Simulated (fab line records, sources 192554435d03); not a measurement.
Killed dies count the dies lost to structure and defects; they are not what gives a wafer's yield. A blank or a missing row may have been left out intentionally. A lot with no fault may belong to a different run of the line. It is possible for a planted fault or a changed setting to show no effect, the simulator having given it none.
Split-lot trial / flow n5_finfet / on a route of 1938 steps: 7 lots, 39 wafers read

== ON THE SPLIT ==
At N5_WELL_APT_EPI_41 (deposits Si from SiH4/H2, target thk 50 nm, time 297.7 s), the setting target_thk_a was moved away from the recipe's 500 angstrom on 18 of the 39 wafers read, by -7.0% to +2.1%. This setting was run at the recipe's value on the other wafers.

The split's own step is where the reading is taken.

== THE READING ==
Si_of_WELL_APT_EPI_41.thk_nm (the simulator's own value, which no gauge read), in nm, at N5_WELL_APT_EPI_41 (deposits Si from SiH4/H2, target thk 50 nm, time 297.7 s). No usual value for it is given in the file. Here, 21 wafers ran the recipe; their average is 49.83 nm with a standard deviation of 0.8 nm.

wafer=L075.1; tool, chamber at the split=epi_rpcvd-04, 0; target_thk_a as run, angstrom=500; against the recipe=recipe; Si_of_WELL_APT_EPI_41.thk_nm, nm=49.21; against lot-mates on the recipe=-
wafer=L075.2; tool, chamber at the split=epi_rpcvd-04, 0; target_thk_a as run, angstrom=500; against the recipe=recipe; Si_of_WELL_APT_EPI_41.thk_nm, nm=49.43; against lot-mates on the recipe=-
wafer=L075.3; tool, chamber at the split=epi_rpcvd-04, 0; target_thk_a as run, angstrom=500; against the recipe=recipe; Si_of_WELL_APT_EPI_41.thk_nm, nm=49.47; against lot-mates on the recipe=-
wafer=L075.4; tool, chamber at the split=epi_rpcvd-04, 0; target_thk_a as run, angstrom=510.4; against the recipe=+2.1%; Si_of_WELL_APT_EPI_41.thk_nm, nm=51.07; against lot-mates on the recipe=+1.70
wafer=L075.5; tool, chamber at the split=epi_rpcvd-04, 0; target_thk_a as run, angstrom=510.4; against the recipe=+2.1%; Si_of_WELL_APT_EPI_41.thk_nm, nm=50.58; against lot-mates on the recipe=+1.21
wafer=L075.6; tool, chamber at the split=epi_rpcvd-04, 0; target_thk_a as run, angstrom=510.4; against the recipe=+2.1%; Si_of_WELL_APT_EPI_41.thk_nm, nm=50.35; against lot-mates on the recipe=+0.98
wafer=L076.1; tool, chamber at the split=epi_rpcvd-03, 0; target_thk_a as run, angstrom=475.7; against the recipe=-4.9%; Si_of_WELL_APT_EPI_41.thk_nm, nm=46.47; against lot-mates on the recipe=-2.38
wafer=L076.2; tool, chamber at the split=epi_rpcvd-03, 0; target_thk_a as run, angstrom=475.7; against the recipe=-4.9%; Si_of_WELL_APT_EPI_41.thk_nm, nm=47.24; against lot-mates on the recipe=-1.61
wafer=L076.3; tool, chamber at the split=epi_rpcvd-03, 0; target_thk_a as run, angstrom=500; against the recipe=recipe; Si_of_WELL_APT_EPI_41.thk_nm, nm=48.69; against lot-mates on the recipe=-
wafer=L076.4; tool, chamber at the split=epi_rpcvd-03, 0; target_thk_a as run, angstrom=475.7; against the recipe=-4.9%; Si_of_WELL_APT_EPI_41.thk_nm, nm=47.05; against lot-mates on the recipe=-1.80
wafer=L076.5; tool, chamber at the split=epi_rpcvd-03, 0; target_thk_a as run, angstrom=500; against the recipe=recipe; Si_of_WELL_APT_EPI_41.thk_nm, nm=48.89; against lot-mates on the recipe=-
wafer=L076.6; tool, chamber at the split=epi_rpcvd-03, 0; target_thk_a as run, angstrom=500; against the recipe=recipe; Si_of_WELL_APT_EPI_41.thk_nm, nm=48.98; against lot-mates on the recipe=-
wafer=L083.1; tool, chamber at the split=epi_rpcvd-04, 0; target_thk_a as run, angstrom=500; against the recipe=recipe; Si_of_WELL_APT_EPI_41.thk_nm, nm=49.58; against lot-mates on the recipe=-
wafer=L083.2; tool, chamber at the split=epi_rpcvd-04, 0; target_thk_a as run, angstrom=500; against the recipe=recipe; Si_of_WELL_APT_EPI_41.thk_nm, nm=49.12; against lot-mates on the recipe=-
wafer=L083.3; tool, chamber at the split=epi_rpcvd-04, 0; target_thk_a as run, angstrom=484.2; against the recipe=-3.2%; Si_of_WELL_APT_EPI_41.thk_nm, nm=48.08; against lot-mates on the recipe=-1.14
wafer=L083.4; tool, chamber at the split=epi_rpcvd-04, 0; target_thk_a as run, angstrom=484.2; against the recipe=-3.2%; Si_of_WELL_APT_EPI_41.thk_nm, nm=48.08; against lot-mates on the recipe=-1.14
wafer=L083.5; tool, chamber at the split=epi_rpcvd-04, 0; target_thk_a as run, angstrom=500; against the recipe=recipe; Si_of_WELL_APT_EPI_41.thk_nm, nm=48.96; against lot-mates on the recipe=-
wafer=L083.6; tool, chamber at the split=epi_rpcvd-04, 0; target_thk_a as run, angstrom=484.2; against the recipe=-3.2%; Si_of_WELL_APT_EPI_41.thk_nm, nm=48.34; against lot-mates on the recipe=-0.88
wafer=L084.3; tool, chamber at the split=epi_rpcvd-03, 0; target_thk_a as run, angstrom=500; against the recipe=recipe; Si_of_WELL_APT_EPI_41.thk_nm, nm=49.65; against lot-mates on the recipe=-
wafer=L084.4; tool, chamber at the split=epi_rpcvd-03, 0; target_thk_a as run, angstrom=500; against the recipe=recipe; Si_of_WELL_APT_EPI_41.thk_nm, nm=49.91; against lot-mates on the recipe=-
wafer=L084.5; tool, chamber at the split=epi_rpcvd-03, 0; target_thk_a as run, angstrom=500; against the recipe=recipe; Si_of_WELL_APT_EPI_41.thk_nm, nm=49.97; against lot-mates on the recipe=-
wafer=L091.1; tool, chamber at the split=epi_rpcvd-03, 0; target_thk_a as run, angstrom=500; against the recipe=recipe; Si_of_WELL_APT_EPI_41.thk_nm, nm=49.6; against lot-mates on the recipe=-
wafer=L091.2; tool, chamber at the split=epi_rpcvd-03, 0; target_thk_a as run, angstrom=500; against the recipe=recipe; Si_of_WELL_APT_EPI_41.thk_nm, nm=49.67; against lot-mates on the recipe=-
wafer=L091.3; tool, chamber at the split=epi_rpcvd-03, 0; target_thk_a as run, angstrom=466.6; against the recipe=-6.7%; Si_of_WELL_APT_EPI_41.thk_nm, nm=47.31; against lot-mates on the recipe=-2.55
wafer=L091.4; tool, chamber at the split=epi_rpcvd-03, 0; target_thk_a as run, angstrom=500; against the recipe=recipe; Si_of_WELL_APT_EPI_41.thk_nm, nm=50.32; against lot-mates on the recipe=-
wafer=L091.5; tool, chamber at the split=epi_rpcvd-03, 0; target_thk_a as run, angstrom=466.6; against the recipe=-6.7%; Si_of_WELL_APT_EPI_41.thk_nm, nm=46.14; against lot-mates on the recipe=-3.72
wafer=L091.6; tool, chamber at the split=epi_rpcvd-03, 0; target_thk_a as run, angstrom=466.6; against the recipe=-6.7%; Si_of_WELL_APT_EPI_41.thk_nm, nm=46.59; against lot-mates on the recipe=-3.27
wafer=L093.1; tool, chamber at the split=epi_rpcvd-03, 0; target_thk_a as run, angstrom=465; against the recipe=-7.0%; Si_of_WELL_APT_EPI_41.thk_nm, nm=48.49; against lot-mates on the recipe=-2.80
wafer=L093.2; tool, chamber at the split=epi_rpcvd-03, 0; target_thk_a as run, angstrom=500; against the recipe=recipe; Si_of_WELL_APT_EPI_41.thk_nm, nm=51.78; against lot-mates on the recipe=-
wafer=L093.3; tool, chamber at the split=epi_rpcvd-03, 0; target_thk_a as run, angstrom=500; against the recipe=recipe; Si_of_WELL_APT_EPI_41.thk_nm, nm=51.15; against lot-mates on the recipe=-
wafer=L093.4; tool, chamber at the split=epi_rpcvd-03, 0; target_thk_a as run, angstrom=500; against the recipe=recipe; Si_of_WELL_APT_EPI_41.thk_nm, nm=50.95; against lot-mates on the recipe=-
wafer=L093.5; tool, chamber at the split=epi_rpcvd-03, 0; target_thk_a as run, angstrom=465; against the recipe=-7.0%; Si_of_WELL_APT_EPI_41.thk_nm, nm=48.16; against lot-mates on the recipe=-3.13
wafer=L093.6; tool, chamber at the split=epi_rpcvd-03, 0; target_thk_a as run, angstrom=465; against the recipe=-7.0%; Si_of_WELL_APT_EPI_41.thk_nm, nm=47.88; against lot-mates on the recipe=-3.41
wafer=L097.1; tool, chamber at the split=epi_rpcvd-01, 0; target_thk_a as run, angstrom=500; against the recipe=recipe; Si_of_WELL_APT_EPI_41.thk_nm, nm=50.4; against lot-mates on the recipe=-
wafer=L097.2; tool, chamber at the split=epi_rpcvd-01, 0; target_thk_a as run, angstrom=500; against the recipe=recipe; Si_of_WELL_APT_EPI_41.thk_nm, nm=50.75; against lot-mates on the recipe=-
wafer=L097.3; tool, chamber at the split=epi_rpcvd-01, 0; target_thk_a as run, angstrom=485.6; against the recipe=-2.9%; Si_of_WELL_APT_EPI_41.thk_nm, nm=48.98; against lot-mates on the recipe=-1.42
wafer=L097.4; tool, chamber at the split=epi_rpcvd-01, 0; target_thk_a as run, angstrom=485.6; against the recipe=-2.9%; Si_of_WELL_APT_EPI_41.thk_nm, nm=48.46; against lot-mates on the recipe=-1.94
wafer=L097.5; tool, chamber at the split=epi_rpcvd-01, 0; target_thk_a as run, angstrom=500; against the recipe=recipe; Si_of_WELL_APT_EPI_41.thk_nm, nm=50.04; against lot-mates on the recipe=-
wafer=L097.6; tool, chamber at the split=epi_rpcvd-01, 0; target_thk_a as run, angstrom=485.6; against the recipe=-2.9%; Si_of_WELL_APT_EPI_41.thk_nm, nm=48.94; against lot-mates on the recipe=-1.46

THE FIT
A straight line over all 39 wafers: Si_of_WELL_APT_EPI_41.thk_nm changes by +0.399 nm for each +1% of target_thk_a; r = +0.82; the points scatter about the line by 0.79 nm.
The same after taking each lot's own level away (the mean of its wafers on the recipe; 39 wafers): +0.461 nm for each +1%; r = +0.97; scatter 0.34 nm.
That fit puts the effect of the largest move of target_thk_a on the reading at 3.2 nm.
Measured against the standard deviation above, the lots' own levels, which go from 48.853 to 51.293 nm, span 3.1 times it.
In other words, the slope is changed by the lot-to-lot level; the two fits disagree.
Check: with one of the wafers moved furthest among these (-7.0%) left out of the fit, the line predicts -3.22 nm for it against its lot-mates. Against them it came out at -2.8 nm.

== FILE'S OWN FIT ==
Si_of_WELL_APT_EPI_41.thk_nm changes by +0.451 nm for each +1% of target_thk_a, r = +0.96.
